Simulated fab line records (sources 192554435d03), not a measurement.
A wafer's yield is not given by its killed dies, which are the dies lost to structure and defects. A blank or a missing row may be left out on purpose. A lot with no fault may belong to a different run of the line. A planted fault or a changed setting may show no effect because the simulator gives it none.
fab line records | flow n5-finfet
[record] lots = 4 | wafers = 10 | last-day = 17
route steps=1938 shown GATE_CUT@481 PASSIVATION@1936
lots with no fault: from the same line, run without faults
start-h: the number of hours between the record's first day and the start of the first shown wafer of the lot | wait-h: hours elapsed since this lot's preceding step | " repeats the value in the row above | L1.1+2: a row that stands for several wafers | - value missing, or start not given | * or withheld: withheld | < > ~ a bound
route shown NAME@n: a module of which the file shows steps, and the number in the route of the first | usual: the fault-free wafers' mean and standard deviation | same: alike in all rows | chamber/n: place in a boat | sites: per-site readings | _std_site: how widely they spread, as a standard deviation | _edge_site: inner sites' mean taken away from outer sites' mean | radius-mm: for every site, how far away it sits from the centre of the wafer | mask NAME#n: copy n | behind: the most recent tool/chamber to have shaped the wafer | hold: the reason the lot was held/the length of the hold in hours/how it ended | device: the transistor (n, p or np) that didn't switch | end of line: at the end of the route, the tests of the same wafers | a step with no rows: only its recipe | killed: at the first sort, the dies lost to defects and structure; wafer yield is something else | map: dies across one wafer; x = killed, . = not, _ = none there
set.NAME: setting as actually run; set.NAME@STEP: the setting as run at that earlier step | model.NAME: the simulator's own value behind a step, which no gauge read
lots at some steps of the route; a table a step, a row a wafer
services: from which hour (start-h, from the record's first day; less than 0 if before it) a tool's chamber was out of use, for how many hours, and why
[[steps]]
[step N5_GATE_CUT_COAT_07]
[recipe] resist = CAR-EUV | spin-rpm = 1500 | resist-thk-nm = 30
[step N5_GATE_CUT_EBR_09]
[recipe] solvent = PGMEA | ebr-width-mm = 1.5
[step N5_GATE_CUT_SOFTBAKE_08]
[recipe] temp-c = 110 | time-s = 60 | resist = CAR-EUV
[step N5_GATE_CUT_EXPOSE_10]
[recipe] mask-id = GATE_CUT | na = 0.33 | source-shape = annular | sigma-inner = 0.35 | sigma-outer = 0.8 | polarization = unpolarized | target-cd-nm = 20 | dose-mj = 43.25
[step N5_GATE_CUT_PEB_11]
[recipe] peb-temp-c = 100 | peb-time-s = 60 | resist = CAR-EUV
[step N5_GATE_CUT_DEVELOP_12]
[recipe] develop-time-s = 30 | developer = TMAH | resist = CAR-EUV | rinse-liquid = surfactant-rinse | dry = air-spin | dev-temp-c = 23
[step N5_GATE_CUT_DESCUM_18]
[recipe] chemistry = O2 | time-s = 7 | source-power-w = 50 | bias-power-w = 20 | pressure-mtorr = 20 | rf-frequency-hz = 2.712e+07 | temp-c = 40 | resist = CAR-EUV | o2-flow-sccm = 225
[step N5_GATE_CUT_ETCH_28]
[recipe] chemistry = N2/H2 | target = underlayer | target-depth-a = 130 | mask-material = CAR-EUV | time-s = 10.4 | ion-energy-ev = 200 | pressure-mtorr = 30 | source-w = 840 | bias-w = 150 | n2-flow-sccm = 200 | h2-flow-sccm = 200 | ends = cleared
[step N5_GATE_CUT_ETCH_36]
[recipe] chemistry = CF4 | target = SiARC | target-depth-a = 130 | mask-material = CAR-EUV | time-s = 21.7 | ion-energy-ev = 80 | pressure-mtorr = 40 | source-w = 545 | bias-w = 36 | Ar_flow_sccm = 100 | cf4-flow-sccm = 100 | ends = cleared
[step N5_GATE_CUT_ETCH_37]
[recipe] chemistry = N2/H2 | target = SOC | target-depth-a = 600 | overetch-a = 120 | mask-material = SiARC | temp-c = 40 | time-s = 90 | ion-energy-ev = 200 | pressure-mtorr = 30 | source-w = 840 | bias-w = 150 | n2-flow-sccm = 200 | h2-flow-sccm = 200
[usual] drypump-motor-current-A = 5.6/0.47 | h2-flow-sccm = 200.0/0.57 | oes-product-au = 0.70/0.091 | rf-vpp-V = 523.9/2.5 | showerhead-plenum-p-Torr = 2.55/0.083 | throttle-valve-pct = 17.9/0.34
lot.wafer | tool        | chamber | start-h | wait-h | drypump-motor-current-A | h2-flow-sccm | oes-product-au | rf-hours-counter-h | rf-vpp-V | showerhead-plenum-p-Torr | throttle-valve-pct | model.etch.depth-nm | model.SiARC_of_GATE_CUT_COAT_35.thk-nm | model.GATE_CUT.cd-nm
L259.2    | rie-diel-05 | 3       | 97.37   | 0.0    | 5.3                     | 201.1        | 0.63           | 209                | 523.3    | 2.54                     | 18.3               | 60.09               | 6                                      | 20
L259.4    | "           | 1       | "       | "      | 5.5                     | 199.7        | 0.65           | 184                | 524.1    | 2.55                     | 18.0               | 60.08               | 6.2                                    | 20
L259.6    | "           | 1       | "       | "      | 5.6                     | 198.9        | 0.64           | -                  | 523.9    | 2.55                     | 18.0               | 59.98               | 6.2                                    | 20
L261.1    | rie-diel-04 | 3       | 112.66  | 0.0    | 5.0                     | 199.0        | 0.84           | 7                  | 525.3    | 2.60                     | 17.3               | 60.28               | 6                                      | 20
L261.5    | "           | 0       | "       | "      | 5.3                     | 200.7        | 0.60           | -                  | 520.8    | 2.37                     | 17.4               | 60.44               | 5.8                                    | 20.2
L261.6    | "           | 1       | "       | "      | 6.2                     | 200.1        | 0.62           | -                  | 520.4    | 2.42                     | 18.1               | 60.14               | 5.8                                    | 20
L278.1    | rie-diel-05 | 2       | 209.50  | 0.0    | 5.7                     | 201.0        | 0.71           | 26                 | 522.8    | 2.49                     | 17.5               | 46.05               | 7.4                                    | 19.2
L278.3    | "           | 1       | "       | "      | 5.5                     | 200.5        | 0.62           | 218                | 522.6    | 2.54                     | 18.0               | 60.01               | 6.4                                    | 20.4
L281.3    | rie-diel-05 | 0       | 225.77  | 0.0    | 6.5                     | 200.0        | 0.64           | 204                | 526.1    | 2.61                     | 18.1               | 59.97               | 6                                      | 20.2
L281.6    | "           | 2       | "       | "      | 5.8                     | 200.2        | 0.70           | -                  | 520.7    | 2.49                     | 17.5               | 45.61               | 7.4                                    | 19.4
[step N5_GATE_CUT_STRIP_38]
[recipe] chemistry = N2/H2 | temp-c = 40 | n2-flow-sccm = 200 | h2-flow-sccm = 200 | rf-frequency-hz = 6e+07
[step N5_GATE_CUT_STRIP_39]
[recipe] chemistry = N2/H2 | temp-c = 40 | n2-flow-sccm = 200 | h2-flow-sccm = 200 | rf-frequency-hz = 6e+07
[step N5_GATE_CUT_HM_OPEN_40]
[recipe] chemistry = C4F6/O2 | target = SiO2 | mask-material = SiARC | target-depth-a = 1390 | time-s = 85.1 | ion-energy-ev = 250 | pressure-mtorr = 30 | source-w = 345 | bias-w = 185 | Ar_flow_sccm = 300 | C4F6_flow_sccm = 10 | O2_flow_sccm = 10 | ends = cleared
[step N5_GATE_CUT_STRIP_41]
[recipe] chemistry = CF4 | resist = SiARC | power-w = 300 | bias-power-w = 75 | pressure-mtorr = 50 | cf4-flow-sccm = 150 | rf-frequency-hz = 6e+07
[step N5_GATE_CUT_STRIP_42]
[recipe] chemistry = O2 | power-w = 400 | temp-c = 40 | pressure-mtorr = 30 | rf-frequency-hz = 6e+07 | bias-power-w = 0 | overash-fraction = 0.3 | o2-flow-sccm = 225
[step N5_GATE_CUT_ETCH_19]
[recipe] chemistry = CH3F/O2 | target = SiNx | mask-material = SiO2 | target-depth-a = 537 | time-s = 76.7 | pressure-mtorr = 30 | source-w = 395 | bias-w = 73 | Ar_flow_sccm = 150 | CH3F_flow_sccm = 30 | O2_flow_sccm = 20 | ion-energy-ev = 120 | ends = cleared
[usual] drypump-motor-current-A = 5.6/0.46 | etch-rf-on-time-s = 77.2/1.6 | oes-product-au = 0.66/0.089 | rf-vpp-V = 297/8 | showerhead-plenum-p-Torr = 2.00/0.07 | throttle-valve-pct = 16.4/0.31
lot.wafer | tool        | chamber | start-h | wait-h | drypump-motor-current-A | etch-rf-on-time-s | oes-product-au | rf-hours-counter-h | rf-vpp-V | showerhead-plenum-p-Torr | throttle-valve-pct | model.GATE_CUT.cd-nm
L259.2    | rie-diel-05 | 3       | 97.58   | 0.0    | 5.3                     | 74.6              | 0.61           | 209                | 295      | 1.96                     | 16.5               | 20.2
L259.4    | "           | 1       | "       | "      | 5.5                     | 78.9              | 0.61           | 184                | 295      | 1.96                     | 16.3               | 20
L259.6    | "           | 1       | "       | "      | 5.6                     | 79.1              | 0.60           | -                  | 296      | 1.96                     | 16.3               | 20
L261.1    | rie-diel-04 | 3       | 112.86  | 0.0    | 5.0                     | 76.0              | 0.81           | 7                  | 304      | 2.07                     | 15.9               | 20.2
L261.5    | "           | 0       | "       | "      | 5.3                     | 76.1              | 0.57           | -                  | 309      | 1.88                     | 16.2               | 20.2
L261.6    | "           | 1       | "       | "      | 6.2                     | 75.7              | 0.59           | -                  | 305      | 1.92                     | 16.7               | 20.2
L278.1    | rie-diel-05 | 2       | 209.70  | 0.0    | 5.8                     | 191.7             | 0.34           | 26                 | 289      | 1.94                     | 15.9               | 19.2
L278.3    | "           | 1       | "       | "      | 5.6                     | 80.0              | 0.58           | 218                | 294      | 1.95                     | 16.3               | 20.6
L281.3    | rie-diel-05 | 0       | 225.97  | 0.0    | 6.4                     | 78.6              | 0.61           | 204                | 309      | 2.09                     | 16.8               | 20.2
L281.6    | "           | 2       | "       | "      | 5.8                     | 191.8             | 0.33           | -                  | 290      | 1.94                     | 15.9               | 19.4
[step N5_GATE_CUT_CUT_ETCH_53]
[recipe] chemistry = SF6/Cl2 | target = W | mask-material = SiO2 | target-depth-a = 792 | pressure-mtorr = 8 | icp-w = 900 | bias-w = 80 | SF6_flow_sccm = 40 | Cl2_flow_sccm = 60 | ends = cleared
[usual] drypump-motor-current-A = 5.5/0.38 | etch-rf-on-time-s = 26.2/0.55 | oes-product-au = 0.71/0.13 | throttle-valve-pct = 28.8/0.34
lot.wafer | tool         | chamber | start-h | wait-h | drypump-motor-current-A | etch-rf-on-time-s | oes-product-au | rf-hours-counter-h | throttle-valve-pct
L259.2    | rie-metal-03 | 1       | 97.69   | 0.1    | 5.6                     | 27.3              | 0.69           | 34                 | 28.9
L259.4    | "            | 1       | "       | "      | 5.7                     | 27.4              | 0.69           | -                  | 28.9
L259.6    | "            | 0       | "       | "      | 5.7                     | 26.0              | 0.87           | -                  | 28.8
L261.1    | rie-metal-01 | 0       | 112.97  | 0.1    | 5.0                     | 26.4              | 0.53           | 141                | 29.3
L261.5    | "            | 0       | "       | "      | 5.0                     | 26.2              | 0.54           | -                  | 29.3
L261.6    | "            | 1       | "       | "      | 5.4                     | 25.8              | 0.79           | -                  | 28.6
L278.1    | rie-metal-03 | 0       | 209.81  | 0.1    | 5.6                     | 34.3              | 0.34           | 12                 | 27.3
L278.3    | "            | 0       | "       | "      | 5.6                     | 25.6              | 0.83           | -                  | 28.8
L281.3    | rie-metal-01 | 0       | 226.12  | 0.1    | 5.1                     | 26.1              | 0.52           | -                  | 29.4
L281.6    | "            | 0       | "       | "      | 5.0                     | 34.3              | 0.21           | -                  | 27.9
[step N5_GATE_CUT_CUT_ETCH_54]
[recipe] chemistry = Cl2/BCl3 | target = TiN | mask-material = SiO2 | target-depth-a = 967 | pressure-mtorr = 10 | icp-w = 1000 | bias-w = 126 | Cl2_flow_sccm = 53.25 | bcl3-flow-sccm = 21.75 | Ar_flow_sccm = 25 | ends = cleared
[usual] drypump-motor-current-A = 5.5/0.37 | etch-rf-on-time-s = 36.6/0.74 | oes-product-au = 0.71/0.13 | throttle-valve-pct = 22.18/0.25
lot.wafer | tool         | chamber | start-h | wait-h | drypump-motor-current-A | etch-rf-on-time-s | oes-product-au | rf-hours-counter-h | throttle-valve-pct
L259.2    | rie-metal-03 | 1       | 97.75   | 0.0    | 5.7                     | 37.6              | 0.70           | 34                 | 22.13
L259.4    | "            | 1       | "       | "      | 5.7                     | 37.6              | 0.70           | -                  | 22.13
L259.6    | "            | 0       | "       | "      | 5.6                     | 35.9              | 0.87           | -                  | 21.95
L261.1    | rie-metal-01 | 0       | 113.03  | 0.0    | 5.0                     | 36.9              | 0.53           | 141                | 22.52
L261.5    | "            | 0       | "       | "      | 5.0                     | 36.7              | 0.54           | -                  | 22.54
L261.6    | "            | 1       | "       | "      | 5.5                     | 36.3              | 0.78           | -                  | 21.88
L278.1    | rie-metal-03 | 0       | 209.87  | 0.0    | 5.7                     | 47.9              | 0.34           | 13                 | 22.54
L278.3    | "            | 0       | "       | "      | 5.6                     | 35.7              | 0.82           | -                  | 21.98
L281.3    | rie-metal-01 | 0       | 226.24  | 0.1    | 5.0                     | 36.5              | 0.52           | -                  | 22.55
L281.6    | "            | 0       | "       | "      | 5.1                     | 47.9              | 0.21           | -                  | 23.09
[step N5_PASSIVATION_PROBE_49]
[usual] killed_at_M0_to_M3 = 33/11 | killed_at_M4_up = 13/5.2 | killed-at-contacts = 11/5.7 | killed-at-front-end = 39/11 | killed-at-other = 4/3 | killed-dies = 101/20 | killed-on-rim = 13/4.1 | killed-open = 66/15 | killed-short = 33/8.4
[same] gross-dies = 1180 | killed-at-back-side = 0
lot.wafer | tool      | chamber | start-h | wait-h | killed_at_M0_to_M3 | killed_at_M4_up | killed-at-contacts | killed-at-front-end | killed-at-other | killed-dies | killed-on-rim | killed-open | killed-short
L259.2    | prober-01 | -       | 287.56  | 0.1    | 38                 | 14              | 10                 | 26                  | 7               | 95          | 10            | 67          | 26
L259.4    | prober-01 | -       | 287.66  | 0.2    | 32                 | 14              | 10                 | 36                  | 10              | 102         | 16            | 58          | 43
L259.6    | prober-01 | -       | 287.76  | 0.3    | 36                 | 13              | 16                 | 38                  | 1               | 104         | 21            | 64          | 36
L278.1    | prober-01 | -       | 386.67  | 0.0    | 32                 | 8               | 11                 | 1125                | 4               | 1180        | 152           | 72          | 34
L281.3    | prober-02 | -       | 419.49  | 0.1    | 62                 | 29              | 7                  | 44                  | 2               | 144         | 23            | 105         | 38
L281.6    | prober-02 | -       | 419.64  | 0.3    | 33                 | 13              | 15                 | 1115                | 4               | 1180        | 152           | 71          | 38
// killed by level:class
L259.2 BEOL_M3:geometric-particle:open=14 BEOL_M2:geometric-particle:open=8 BEOL_M0_SAQP:geometric-particle:open=7 BEOL_M4:geometric-particle:open=7 MOL_CONTACT_COAG:geometric-particle:open=7 FIN_SAQP:geometric-particle:open=6 BEOL_M0_SAQP:geometric-particle:short=5 DUMMY_GATE:geometric-particle:open=3
L259.4 BEOL_M4:geometric-particle:open=8 FIN_SAQP:geometric-particle:short=7 MOL_CONTACT_COAG:geometric-particle:open=7 BEOL_M2:geometric-particle:open=7 FIN_SAQP:geometric-particle:open=6 STI_FIN_REVEAL:geometric-particle:open=6 BEOL_M0_SAQP:geometric-particle:short=6 BEOL_M1:geometric-particle:open=5
L259.6 MOL_CONTACT_COAG:geometric-particle:open=12 STI_FIN_REVEAL:geometric-particle:open=9 BEOL_M1:geometric-particle:open=8 BEOL_M0_SAQP:geometric-particle:short=8 BEOL_M2:geometric-particle:open=6 ILD0:geometric-particle:open=5 BEOL_M4:geometric-particle:open=5 GATE_CUT:geometric-particle:short=4
L278.1 GATE_CUT:area-etch=1074 BEOL_M3:geometric-particle:open=15 FIN_SAQP:geometric-particle:open=11 FIN_SAQP:geometric-particle:short=10 MOL_CONTACT_COAG:geometric-particle:open=10 GATE_CUT:geometric-particle:short=9 GATE_CUT:geometric-particle:open=9 BEOL_M2:geometric-particle:open=6
L281.3 BEOL_M2:geometric-particle:open=17 BEOL_M1:geometric-particle:open=13 BEOL_M4:geometric-particle:open=12 FIN_SAQP:geometric-particle:short=9 BEOL_M0_SAQP:geometric-particle:short=9 BEOL_M3:geometric-particle:open=9 STI_FIN_REVEAL:geometric-particle:open=8 MOL_CONTACT_COAG:geometric-particle:open=7
L281.6 GATE_CUT:area-etch=1071 FIN_SAQP:geometric-particle:open=13 MOL_CONTACT_COAG:geometric-particle:open=10 BEOL_M2:geometric-particle:open=8 STI_FIN_REVEAL:geometric-particle:open=7 BEOL_M1:geometric-particle:open=7 FIN_SAQP:geometric-particle:short=6 BEOL_M5:geometric-particle:open=6
// map L278.1 (x killed, . not)
_________________xxxxxxxxxxxx________________
______________xxxxxxxxxxxxxxxxxx_____________
___________xxxxxxxxxxxxxxxxxxxxxxxx__________
__________xxxxxxxxxxxxxxxxxxxxxxxxxx_________
________xxxxxxxxxxxxxxxxxxxxxxxxxxxxxx_______
_______xxxxxxxxxxxxxxxxxxxxxxxxxxxxxxxx______
______xxxxxxxxxxxxxxxxxxxxxxxxxxxxxxxxxx_____
_____xxxxxxxxxxxxxxxxxxxxxxxxxxxxxxxxxxxx____
____xxxxxxxxxxxxxxxxxxxxxxxxxxxxxxxxxxxxxx___
___xxxxxxxxxxxxxxxxxxxxxxxxxxxxxxxxxxxxxxxx__
___xxxxxxxxxxxxxxxxxxxxxxxxxxxxxxxxxxxxxxxx__
__xxxxxxxxxxxxxxxxxxxxxxxxxxxxxxxxxxxxxxxxxx_
__xxxxxxxxxxxxxxxxxxxxxxxxxxxxxxxxxxxxxxxxxx_
_xxxxxxxxxxxxxxxxxxxxxxxxxxxxxxxxxxxxxxxxxxxx
_xxxxxxxxxxxxxxxxxxxxxxxxxxxxxxxxxxxxxxxxxxxx
_xxxxxxxxxxxxxxxxxxxxxxxxxxxxxxxxxxxxxxxxxxxx
_xxxxxxxxxxxxxxxxxxxxxxxxxxxxxxxxxxxxxxxxxxxx
_xxxxxxxxxxxxxxxxxxxxxxxxxxxxxxxxxxxxxxxxxxxx
_xxxxxxxxxxxxxxxxxxxxxxxxxxxxxxxxxxxxxxxxxxxx
_xxxxxxxxxxxxxxxxxxxxxxxxxxxxxxxxxxxxxxxxxxxx
_xxxxxxxxxxxxxxxxxxxxxxxxxxxxxxxxxxxxxxxxxxxx
__xxxxxxxxxxxxxxxxxxxxxxxxxxxxxxxxxxxxxxxxxx_
__xxxxxxxxxxxxxxxxxxxxxxxxxxxxxxxxxxxxxxxxxx_
___xxxxxxxxxxxxxxxxxxxxxxxxxxxxxxxxxxxxxxxx__
___xxxxxxxxxxxxxxxxxxxxxxxxxxxxxxxxxxxxxxxx__
____xxxxxxxxxxxxxxxxxxxxxxxxxxxxxxxxxxxxxx___
_____xxxxxxxxxxxxxxxxxxxxxxxxxxxxxxxxxxxx____
______xxxxxxxxxxxxxxxxxxxxxxxxxxxxxxxxxx_____
_______xxxxxxxxxxxxxxxxxxxxxxxxxxxxxxxx______
________xxxxxxxxxxxxxxxxxxxxxxxxxxxxxx_______
__________xxxxxxxxxxxxxxxxxxxxxxxxxx_________
___________xxxxxxxxxxxxxxxxxxxxxxxx__________
______________xxxxxxxxxxxxxxxxxx_____________
_________________xxxxxxxxxxxx________________
// map L281.6 (x killed, . not)
_________________xxxxxxxxxxxx________________
______________xxxxxxxxxxxxxxxxxx_____________
___________xxxxxxxxxxxxxxxxxxxxxxxx__________
__________xxxxxxxxxxxxxxxxxxxxxxxxxx_________
________xxxxxxxxxxxxxxxxxxxxxxxxxxxxxx_______
_______xxxxxxxxxxxxxxxxxxxxxxxxxxxxxxxx______
______xxxxxxxxxxxxxxxxxxxxxxxxxxxxxxxxxx_____
_____xxxxxxxxxxxxxxxxxxxxxxxxxxxxxxxxxxxx____
____xxxxxxxxxxxxxxxxxxxxxxxxxxxxxxxxxxxxxx___
___xxxxxxxxxxxxxxxxxxxxxxxxxxxxxxxxxxxxxxxx__
___xxxxxxxxxxxxxxxxxxxxxxxxxxxxxxxxxxxxxxxx__
__xxxxxxxxxxxxxxxxxxxxxxxxxxxxxxxxxxxxxxxxxx_
__xxxxxxxxxxxxxxxxxxxxxxxxxxxxxxxxxxxxxxxxxx_
_xxxxxxxxxxxxxxxxxxxxxxxxxxxxxxxxxxxxxxxxxxxx
_xxxxxxxxxxxxxxxxxxxxxxxxxxxxxxxxxxxxxxxxxxxx
_xxxxxxxxxxxxxxxxxxxxxxxxxxxxxxxxxxxxxxxxxxxx
_xxxxxxxxxxxxxxxxxxxxxxxxxxxxxxxxxxxxxxxxxxxx
_xxxxxxxxxxxxxxxxxxxxxxxxxxxxxxxxxxxxxxxxxxxx
_xxxxxxxxxxxxxxxxxxxxxxxxxxxxxxxxxxxxxxxxxxxx
_xxxxxxxxxxxxxxxxxxxxxxxxxxxxxxxxxxxxxxxxxxxx
_xxxxxxxxxxxxxxxxxxxxxxxxxxxxxxxxxxxxxxxxxxxx
__xxxxxxxxxxxxxxxxxxxxxxxxxxxxxxxxxxxxxxxxxx_
__xxxxxxxxxxxxxxxxxxxxxxxxxxxxxxxxxxxxxxxxxx_
___xxxxxxxxxxxxxxxxxxxxxxxxxxxxxxxxxxxxxxxx__
___xxxxxxxxxxxxxxxxxxxxxxxxxxxxxxxxxxxxxxxx__
____xxxxxxxxxxxxxxxxxxxxxxxxxxxxxxxxxxxxxx___
_____xxxxxxxxxxxxxxxxxxxxxxxxxxxxxxxxxxxx____
______xxxxxxxxxxxxxxxxxxxxxxxxxxxxxxxxxx_____
_______xxxxxxxxxxxxxxxxxxxxxxxxxxxxxxxx______
________xxxxxxxxxxxxxxxxxxxxxxxxxxxxxx_______
__________xxxxxxxxxxxxxxxxxxxxxxxxxx_________
___________xxxxxxxxxxxxxxxxxxxxxxxx__________
______________xxxxxxxxxxxxxxxxxx_____________
_________________xxxxxxxxxxxx________________
[[services]]
tool         | chamber | start-h | hours | kind
rie-diel-04  | 3       | 75.44   | -     | clean
rie-diel-04  | 3       | 75.44   | -     | consumable-replace:focus-ring
rie-diel-04  | 3       | 75.44   | 12.3  | scheduled-down
rie-diel-04  | 3       | 75.44   | 12.3  | vent-cycle
rie-metal-03 | 1       | 79.41   | 17.3  | repair
rie-diel-04  | 2       | 79.75   | 5.4   | repair
rie-metal-03 | 0       | 85.81   | 3.8   | repair
rie-diel-05  | 2       | 111.34  | -     | clean
rie-diel-05  | 2       | 111.34  | -     | consumable-replace:focus-ring
rie-diel-05  | 2       | 111.34  | 15.7  | scheduled-down
rie-diel-05  | 2       | 111.34  | 15.7  | vent-cycle
rie-diel-04  | 0       | 124.66  | -     | clean
rie-diel-04  | 0       | 124.66  | -     | consumable-replace:focus-ring
rie-diel-04  | 0       | 124.66  | -     | consumable-replace:showerhead
rie-diel-05  | 0       | 139.20  | 12.1  | repair
rie-metal-01 | 1       | 144.96  | 112.8 | repair
rie-metal-03 | 1       | 165.66  | 1.4   | repair
rie-diel-04  | 3       | 171.42  | 1.6   | repair
rie-metal-01 | -       | 188.23  | 0.6   | repair
rie-diel-04  | 1       | 190.80  | 1.3   | repair
rie-diel-05  | 3       | 222.62  | -     | clean
rie-diel-05  | 3       | 222.62  | -     | consumable-replace:focus-ring
rie-diel-05  | 3       | 222.62  | 24.3  | scheduled-down
rie-diel-05  | 3       | 222.62  | 24.3  | vent-cycle
[[key]]
[first-sign] step = N5_GATE_CUT_ETCH_19 | reading = etch-rf-on-time-s | direction = up | sigmas = 73 | usual = * | struck = *
[effect] step = N5_GATE_CUT_ETCH_19 | reading = oes-product-au | direction = down | sigmas = 3.7 | usual = 0.66 | struck = 0.34
[effect] step = N5_GATE_CUT_CUT_ETCH_53 | reading = etch-rf-on-time-s | direction = up | sigmas = 15 | usual = * | struck = *
[effect] step = N5_GATE_CUT_CUT_ETCH_54 | reading = etch-rf-on-time-s | direction = up | sigmas = 15 | usual = * | struck = *
[effect] step = N5_PASSIVATION_PROBE_49 | reading = killed-at-front-end | direction = up | sigmas = 97 | usual = 39 | struck = 1120
[model-effect] step = N5_GATE_CUT_ETCH_37 | value = etch.depth-nm | without = 60.12 | struck = 45.83
[model-effect] step = N5_GATE_CUT_ETCH_19 | value = GATE_CUT.cd-nm | without = 20.1 | struck = 19.3
[more-kills-born-at] N5_GATE_CUT_ETCH_37@rie-diel-05 = 2145
met-at N5_GATE_CUT_ETCH_37
struck-wafers L278.1,L281.6
later-rows-left-out L278.1,L281.6
tester-left-out L278,L281
onset-between 97.37 209.50
[fault] kind = process-parameter-drift | tool = rie-diel-05 | chamber = - | onset-h = 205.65 | steps = N5_GATE_CUT_ETCH_37 | channel = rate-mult | offset = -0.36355 | shape = step | end-h = 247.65 | scope = struck-wafers-only
// tester-left-out: of these lots the tester's yield and bins aren't shown, on N5 and GAA mostly nor the transistor test; their killed dies are dies lost to structure and defects alone, not to doping, threshold or leakage, so they don't give the yield
// later-rows-left-out: the simulator's readings of these wafers behind a module that went badly wrong aren't trusted and aren't shown, but for the sort
